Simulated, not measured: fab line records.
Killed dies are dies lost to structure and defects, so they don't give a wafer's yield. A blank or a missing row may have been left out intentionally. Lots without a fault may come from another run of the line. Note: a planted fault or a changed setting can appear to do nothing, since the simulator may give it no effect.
Which tool did it?	flow n5_finfet	Sampling: 21 lots, 63 wafers, 6 of 1938 route steps

## WHAT EACH GAUGE READ, for each wafer
Not one reading of a measure or inspect step in the record can be checked against a usual standard deviation.

## EACH LOT AND THE TOOL THAT RAN IT (in order: tool; ch and the chambers of the sampled wafers; start)
lot	N5_ILD0_CMP_12	N5_SDB_DESCUM_16	N5_SDB_STRIP_22	N5_HKMG_FIN_ALD_36	N5_HKMG_FIN_ETCH_31	N5_HKMG_FIN_ETCH_86
L074	cmp-03 ch 1,3, day 3 15:17	rie_diel-03 ch 1,2,3, day 3 16:09	plasma_asher-01 ch 0,1, day 3 16:27	ald_metal-04 ch 0,2, day 4 00:34	rie_diel-01 ch 0,2, day 4 01:50	rie_diel-01 ch 0,1, day 4 03:08
L075	cmp-02 ch 0,2,3, day 4 04:07	rie_diel-03 ch 2,3, day 4 05:23	plasma_asher-02 ch 0,1, day 4 05:41	ald_metal-04 ch 2,3, day 4 13:49	rie_diel-01 ch 0,2, day 4 15:13	rie_diel-03 ch 0,3, day 4 16:39
L077	cmp-03 ch 1,3, day 4 11:49	rie_diel-01 ch 0,1,2, day 4 13:30	plasma_asher-01 ch 0,1, day 4 13:49	ald_metal-03 ch 1,2,3, day 4 21:19	rie_diel-03 ch 1,2,3, day 4 22:35	rie_diel-03 ch 0,1,2, day 4 23:53
L078	cmp-03 ch 0,1, day 4 18:28	rie_diel-01 ch 0,1,2, day 4 19:34	plasma_asher-02 ch 0,1, day 4 19:55	ald_metal-02 ch 0,2, day 5 03:14	rie_diel-04 ch 0,2, day 5 04:47	rie_diel-01 ch 1,3, day 5 06:08
L079	cmp-04 ch 0,2,3, day 4 23:07	rie_diel-04 ch 0,1,3, day 5 00:01	plasma_asher-01 ch 0,1, day 5 00:19	ald_metal-03 ch 0,2,3, day 5 07:36	rie_diel-04 ch 1,2,3, day 5 08:56	rie_diel-01 ch 0,1,2, day 5 10:13
L080	cmp-02 ch 0,1,2, day 5 05:19	rie_diel-04 ch 0,1,2, day 5 06:10	plasma_asher-01 ch 0,1, day 5 06:45	ald_metal-04 ch 0,1,2, day 5 14:08	rie_diel-01 ch 0,1,3, day 5 15:25	rie_diel-03 ch 0,1,3, day 5 16:43
L081	cmp-04 ch 0,3, day 5 19:31	rie_diel-01 ch 0,3, day 5 20:38	plasma_asher-01 ch 0,1, day 5 20:59	ald_metal-03 ch 2,3, day 6 04:26	rie_diel-01 ch 0,2,3, day 6 05:42	rie_diel-01 ch 0,1,2, day 6 07:00
L082	cmp-02 ch 0,1,2, day 5 20:04	rie_diel-01 ch 1,2,3, day 5 20:58	plasma_asher-01 ch 0,1, day 5 21:16	ald_metal-04 ch 0,1,3, day 6 05:01	rie_diel-01 ch 0,1,3, day 6 06:18	rie_diel-03 ch 1,2,3, day 6 07:40
L083	cmp-04 ch 1,3, day 6 01:27	rie_diel-01 ch 0,2,3, day 6 02:13	plasma_asher-02 ch 0,1, day 6 02:32	ald_metal-04 ch 0,2,3, day 6 09:53	rie_diel-03 ch 1,2,3, day 6 11:22	rie_diel-03 ch 2,3, day 6 12:39
L084	cmp-02 ch 1,2,3, day 6 06:47	rie_diel-01 ch 0,2,3, day 6 07:29	plasma_asher-02 ch 0,1, day 6 07:50	ald_metal-04 ch 0,3, day 6 15:22	rie_diel-01 ch 1,2,3, day 6 16:40	rie_diel-01 ch 1,2,3, day 6 17:58
L085	cmp-03 ch 1,2,3, day 6 12:55	rie_diel-03 ch 1,2,3, day 6 13:54	plasma_asher-02 ch 0,1, day 6 14:13	ald_metal-04 ch 0,1, day 6 21:51	rie_diel-04 ch 0,1,2, day 6 23:01	rie_diel-04 ch 1,2,3, day 7 00:17
L087	cmp-03 ch 0,1,2, day 6 22:41	rie_diel-01 ch 0,1,3, day 6 23:35	plasma_asher-02 ch 0,1, day 6 23:54	ald_metal-03 ch 0,1,3, day 7 07:46	rie_diel-04 ch 0,1,2, day 7 09:11	rie_diel-04 ch 0,1,3, day 7 10:28
L088	cmp-02 ch 0,2,3, day 7 04:31	rie_diel-04 ch 1,2, day 7 05:20	plasma_asher-01 ch 0,1, day 7 05:38	ald_metal-02 ch 0,3, day 7 13:50	rie_diel-01 ch 0,3, day 7 15:07	rie_diel-04 ch 0,1, day 7 16:38
L089	cmp-03 ch 1,2, day 7 10:47	rie_diel-04 ch 2,3, day 7 12:25	plasma_asher-02 ch 0, day 7 12:56	ald_metal-02 ch 1,2,3, day 7 20:59	rie_diel-03 ch 0,1,3, day 7 22:17	rie_diel-04 ch 1,2, day 7 23:43
L090	cmp-02 ch 1,2,3, day 7 15:58	rie_diel-03 ch 0,1,2, day 7 16:44	plasma_asher-02 ch 0,1, day 7 17:02	ald_metal-02 ch 0,1,3, day 8 00:31	rie_diel-01 ch 0,1,3, day 8 01:41	rie_diel-01 ch 1,2,3, day 8 02:58
L091	cmp-03 ch 0,1,3, day 7 21:04	rie_diel-03 ch 1,2,3, day 7 21:58	plasma_asher-02 ch 1, day 7 22:16	ald_metal-02 ch 1,2, day 8 06:55	rie_diel-04 ch 0,2, day 8 08:11	rie_diel-04 ch 0,3, day 8 09:29
L092	cmp-02 ch 0,1,3, day 8 02:58	rie_diel-03 ch 1,2,3, day 8 03:52	plasma_asher-02 ch 0,1, day 8 04:11	ald_metal-02 ch 0,1,2, day 8 12:20	rie_diel-01 ch 1,2,3, day 8 13:37	rie_diel-04 ch 0,1,2, day 8 14:54
L093	cmp-04 ch 0,1,3, day 8 09:37	rie_diel-03 ch 0,1,3, day 8 10:31	plasma_asher-01 ch 0,1, day 8 10:50	ald_metal-04 ch 0,2,3, day 8 18:52	rie_diel-01 ch 1,2,3, day 8 20:18	rie_diel-03 ch 1,2,3, day 8 21:37
L095	cmp-02 ch 0,2,3, day 8 23:10	rie_diel-03 ch 0,3, day 8 23:59	plasma_asher-01 ch 0,1, day 9 00:20	ald_metal-03 ch 0,2,3, day 9 07:42	rie_diel-04 ch 2,3, day 9 08:52	rie_diel-04 ch 0,1,2, day 9 10:08
L096	cmp-04 ch 0,3, day 9 06:38	rie_diel-01 ch 0,3, day 9 07:37	plasma_asher-01 ch 0, day 9 07:58	ald_metal-02 ch 1,3, day 9 15:18	rie_diel-03 ch 0,1,2, day 9 16:40	rie_diel-01 ch 1,3, day 9 17:58
L097	cmp-03 ch 0,1,2, day 9 09:54	rie_diel-04 ch 0,1, day 9 10:45	plasma_asher-01 ch 0,1, day 9 11:04	ald_metal-02 ch 0,1, day 9 18:51	rie_diel-03 ch 0,1,3, day 9 20:37	rie_diel-01 ch 0,1,3, day 9 21:59
- N5_ILD0_CMP_12: polishes SiNx, stops on poly-Si, t overpolish 6 s, target thk 17.67 nm.
- N5_SDB_DESCUM_16: chemistry O2, time 7.9 s.
- N5_SDB_STRIP_22: strips in N2/H2.
- N5_HKMG_FIN_ALD_36: deposits TiN, target thk 1 nm, pulse time 1 s, purge time 3 s.
- N5_HKMG_FIN_ETCH_31: etches SiARC in CF4, target depth 45.5 nm, time 75.8 s.
- N5_HKMG_FIN_ETCH_86: etches SOC in N2/H2, stops on TiN, target depth 393.2 nm.

## WHAT THE TOOLS THEMSELVES READ (means of the sampled wafers that have a number; where no wafer has one, the mark that the record gives instead)
N5_ILD0_CMP_12. Usual: motor_current_A 8.5 A, standard deviation 1.1; overpolish_run_s 6.001 s, standard deviation 0.0092; time_to_endpoint_s 29 s, standard deviation 3.1.
lot	tool	motor_current_A (A)	overpolish_run_s (s)	time_to_endpoint_s (s)	flag
L074	cmp-03	8.8	5.997	32	
L075	cmp-02	8.4	5.998	31	
L077	cmp-03	8.9	6.007	32	
L078	cmp-03	8.7	5.999	32	
L079	cmp-04	8.7	5.999	27	
L080	cmp-02	7.6	6.003	28	
L081	cmp-04	7.7	5.999	27	
L082	cmp-02	7.6	5.998	28	
L083	cmp-04	7.4	6.000	29	
L084	cmp-02	8.4	5.993	28	
L085	cmp-03	8.6	6.006	25	
L087	cmp-03	9.2	5.996	25	
L088	cmp-02	8.4	6.001	31	
L089	cmp-03	9.5	5.997	25	
L090	cmp-02	8.5	6.001	30	
L091	cmp-03	8.7	5.995	28	
L092	cmp-02	8.8	6.005	27	
L093	cmp-04	7.8	6.004	28	
L095	cmp-02	8.4	6.003	30	
L096	cmp-04	7.3	5.996	31	
L097	cmp-03	9.1	5.994	32	

N5_SDB_DESCUM_16. Usual: drypump_motor_current_A 5.50 A, standard deviation 0.29; oes_product_au 0.78 a.u., standard deviation 0.1; rf_vpp_V 243.1 V, standard deviation 1.5; showerhead_plenum_p_Torr 2.09 Torr, standard deviation 0.078; throttle_valve_pct 20.35 %, standard deviation 0.22.
lot	tool	drypump_motor_current_A (A)	oes_product_au (a.u.)	rf_vpp_V (V)	showerhead_plenum_p_Torr (Torr)	throttle_valve_pct (%)	flag
L074	rie_diel-03	5.41	0.78	244.3	2.11	20.68	
L075	rie_diel-03	5.28	0.85	242.1	2.11	20.65	
L077	rie_diel-01	5.57	0.73	242.8	2.05	20.36	
L078	rie_diel-01	5.58	0.72	243.1	2.05	20.37	
L079	rie_diel-04	5.55	0.74	241.9	2.05	20.29	
L080	rie_diel-04	5.61	0.72	242.8	2.04	20.30	
L081	rie_diel-01	5.28	0.89	243.3	2.08	20.14	
L082	rie_diel-01	5.56	0.80	242.0	2.01	20.30	
L083	rie_diel-01	5.45	0.79	242.5	2.06	20.29	
L084	rie_diel-01	5.43	0.79	243.0	2.06	20.29	
L085	rie_diel-03	5.40	0.84	244.1	2.19	20.57	
L087	rie_diel-01	5.41	0.78	242.5	2.06	20.25	
L088	rie_diel-04	5.75	0.71	242.6	2.01	20.29	
L089	rie_diel-04	5.28	0.73	243.1	2.07	20.31	
L090	rie_diel-03	5.53	0.85	245.0	2.18	20.32	
L091	rie_diel-03	5.40	0.83	244.3	2.18	20.58	
L092	rie_diel-03	5.40	0.82	244.5	2.18	20.58	
L093	rie_diel-03	5.71	0.82	243.3	2.15	20.38	
L095	rie_diel-03	5.70	0.91	244.2	2.14	20.09	
L096	rie_diel-01	5.31	0.76	244.0	2.11	20.28	
L097	rie_diel-04	5.78	0.71	242.7	2.00	20.35	

N5_SDB_STRIP_22. Usual: drypump_motor_current_A 6.0 A, standard deviation 0.61; heater_power_w 335 W, standard deviation 27; oes_product_au 0.714 a.u., standard deviation 0.0044; strip_time_to_endpoint_s 96.3 s, standard deviation 0.45.
lot	tool	drypump_motor_current_A (A)	heater_power_w (W)	oes_product_au (a.u.)	strip_time_to_endpoint_s (s)	flag
L074	plasma_asher-01	6.2	328	0.714	95.7	
L075	plasma_asher-02	6.0	363	0.713	95.7	
L077	plasma_asher-01	6.2	320	0.713	96.6	
L078	plasma_asher-02	6.4	357	0.715	96.6	
L079	plasma_asher-01	6.2	320	0.713	95.9	
L080	plasma_asher-01	5.7	308	0.713	96.0	
L081	plasma_asher-01	5.7	313	0.713	96.9	
L082	plasma_asher-01	5.7	316	0.713	96.8	
L083	plasma_asher-02	6.0	363	0.718	96.7	
L084	plasma_asher-02	6.4	356	0.712	96.9	
L085	plasma_asher-02	6.4	352	0.714	95.9	
L087	plasma_asher-02	6.0	360	0.714	96.6	
L088	plasma_asher-01	5.7	309	0.710	95.9	
L089	plasma_asher-02	5.7	367	0.718	96.1	
L090	plasma_asher-02	6.0	360	0.715	96.3	
L091	plasma_asher-02	6.7	352	0.712	96.0	
L092	plasma_asher-02	6.0	362	0.717	96.3	
L093	plasma_asher-01	5.7	310	0.716	95.7	
L095	plasma_asher-01	6.2	327	0.713	96.3	
L096	plasma_asher-01	5.3	296	0.712	96.8	
L097	plasma_asher-01	5.7	308	0.714	96.7	

N5_HKMG_FIN_ALD_36. Usual: heater_power_w 866 W, standard deviation 83; precursor_pulse_height_rel 1.000, standard deviation 0.022; susceptor_temp_C 399.96 C, standard deviation 0.21.
lot	tool	heater_power_w (W)	precursor_pulse_height_rel	susceptor_temp_C (C)	flag
L074	ald_metal-04	812	1.012	400.02	
L075	ald_metal-04	810	1.000	399.67	
L077	ald_metal-03	920	0.988	400.04	
L078	ald_metal-02	982	1.005	399.81	
L079	ald_metal-03	855	0.987	399.97	
L080	ald_metal-04	833	0.987	399.91	
L081	ald_metal-03	911	0.989	399.90	
L082	ald_metal-04	771	1.011	400.00	
L083	ald_metal-04	803	1.000	400.09	
L084	ald_metal-04	761	1.021	400.14	
L085	ald_metal-04	779	1.009	400.42	
L087	ald_metal-03	863	0.993	399.78	
L088	ald_metal-02	957	0.979	399.98	
L089	ald_metal-02	922	1.008	399.98	
L090	ald_metal-02	917	1.026	399.89	
L091	ald_metal-02	923	0.988	400.00	
L092	ald_metal-02	943	0.996	400.10	
L093	ald_metal-04	811	1.004	399.73	
L095	ald_metal-03	857	1.009	399.98	
L096	ald_metal-02	895	0.988	399.94	
L097	ald_metal-02	925	1.006	399.79	

N5_HKMG_FIN_ETCH_31. Usual: drypump_motor_current_A 5.51 A, standard deviation 0.28; etch_rf_on_time_s 76.0 s, standard deviation 2.1; oes_product_au 0.66 a.u., standard deviation 0.08; rf_vpp_V 183.8 V, standard deviation 1.2; showerhead_plenum_p_Torr 2.12 Torr, standard deviation 0.071; throttle_valve_pct 15.57 %, standard deviation 0.2.
lot	tool	drypump_motor_current_A (A)	etch_rf_on_time_s (s)	oes_product_au (a.u.)	rf_vpp_V (V)	showerhead_plenum_p_Torr (Torr)	throttle_valve_pct (%)	flag
L074	rie_diel-01	5.46	78.2	0.63	184.0	2.16	15.59	
L075	rie_diel-01	5.62	77.8	0.64	183.8	2.10	15.66	
L077	rie_diel-03	5.41	73.8	0.66	184.5	2.14	15.76	
L078	rie_diel-04	5.49	76.3	0.62	183.1	2.13	15.56	
L079	rie_diel-04	5.51	74.4	0.63	183.1	2.10	15.57	
L080	rie_diel-01	5.41	75.1	0.69	182.7	2.11	15.48	
L081	rie_diel-01	5.45	77.5	0.69	183.4	2.12	15.54	
L082	rie_diel-01	5.41	77.5	0.67	183.5	2.11	15.48	
L083	rie_diel-03	5.39	73.3	0.74	184.8	2.23	15.62	
L084	rie_diel-01	5.55	77.2	0.68	182.9	2.06	15.56	
L085	rie_diel-04	5.62	76.5	0.60	184.1	2.10	15.60	
L087	rie_diel-04	5.61	75.6	0.61	183.3	2.10	15.60	
L088	rie_diel-01	5.30	78.2	0.66	184.8	2.17	15.51	
L089	rie_diel-03	5.70	74.3	0.71	184.4	2.18	15.45	
L090	rie_diel-01	5.40	76.9	0.65	184.1	2.10	15.51	
L091	rie_diel-04	5.48	76.8	0.60	183.0	2.12	15.59	
L092	rie_diel-01	5.56	76.1	0.66	183.7	2.05	15.58	
L093	rie_diel-01	5.56	76.2	0.65	182.4	2.05	15.58	
L095	rie_diel-04	5.28	74.6	0.71	184.3	2.12	15.42	
L096	rie_diel-03	5.51	74.9	0.71	184.4	2.22	15.49	
L097	rie_diel-03	5.69	76.0	0.68	185.5	2.18	15.48	

N5_HKMG_FIN_ETCH_86. Usual: drypump_motor_current_A 5.50 A, standard deviation 0.27; oes_product_au 0.76 a.u., standard deviation 0.093; rf_vpp_V 240.4 V, standard deviation 1.4; showerhead_plenum_p_Torr 2.53 Torr, standard deviation 0.088; throttle_valve_pct 17.77 %, standard deviation 0.2.
lot	tool	drypump_motor_current_A (A)	oes_product_au (a.u.)	rf_vpp_V (V)	showerhead_plenum_p_Torr (Torr)	throttle_valve_pct (%)	flag
L074	rie_diel-01	5.45	0.73	241.3	2.57	17.78	
L075	rie_diel-03	5.71	0.76	241.1	2.61	17.67	
L077	rie_diel-03	5.54	0.69	240.8	2.55	17.97	
L078	rie_diel-01	5.39	0.88	240.0	2.46	17.50	
L079	rie_diel-01	5.58	0.73	240.3	2.49	17.80	
L080	rie_diel-03	5.69	0.75	241.7	2.61	17.83	
L081	rie_diel-01	5.58	0.73	239.3	2.49	17.80	
L082	rie_diel-03	5.41	0.84	241.7	2.64	17.86	
L083	rie_diel-03	5.09	0.93	243.2	2.68	17.77	
L084	rie_diel-01	5.56	0.79	239.0	2.44	17.67	
L085	rie_diel-04	5.53	0.72	240.3	2.49	17.76	
L087	rie_diel-04	5.56	0.72	239.8	2.50	17.86	
L088	rie_diel-04	5.79	0.71	239.6	2.46	17.80	
L089	rie_diel-04	5.76	0.70	238.9	2.45	17.72	
L090	rie_diel-01	5.56	0.77	239.7	2.43	17.69	
L091	rie_diel-04	5.42	0.72	240.1	2.53	17.93	
L092	rie_diel-04	5.62	0.69	240.7	2.48	17.79	
L093	rie_diel-03	5.40	0.80	241.9	2.63	17.90	
L095	rie_diel-04	5.62	0.79	240.0	2.48	17.63	
L096	rie_diel-01	5.38	0.80	239.9	2.45	17.57	
L097	rie_diel-01	5.43	0.74	240.4	2.50	17.72	

## THE ANSWER, worked out from the rows above alone
Rule: lot off if the mean of its wafers having a number is beyond 3 standard deviations from the usual mean. A lot without any number at a reading at which 4 lots or more have one is off too. All remaining lots with rows at the step are treated as sound. The gauges are gone through in route order, then the tools' own readings, and for those a lot's mean is taken as printed above. At the first step where some lot is off, the reading lying furthest off is the one used; lots without a number count as furthest.
Nothing can be told from this: no lot is off at any reading shown.

## WHAT THE SIMULATOR HAD PUT IN
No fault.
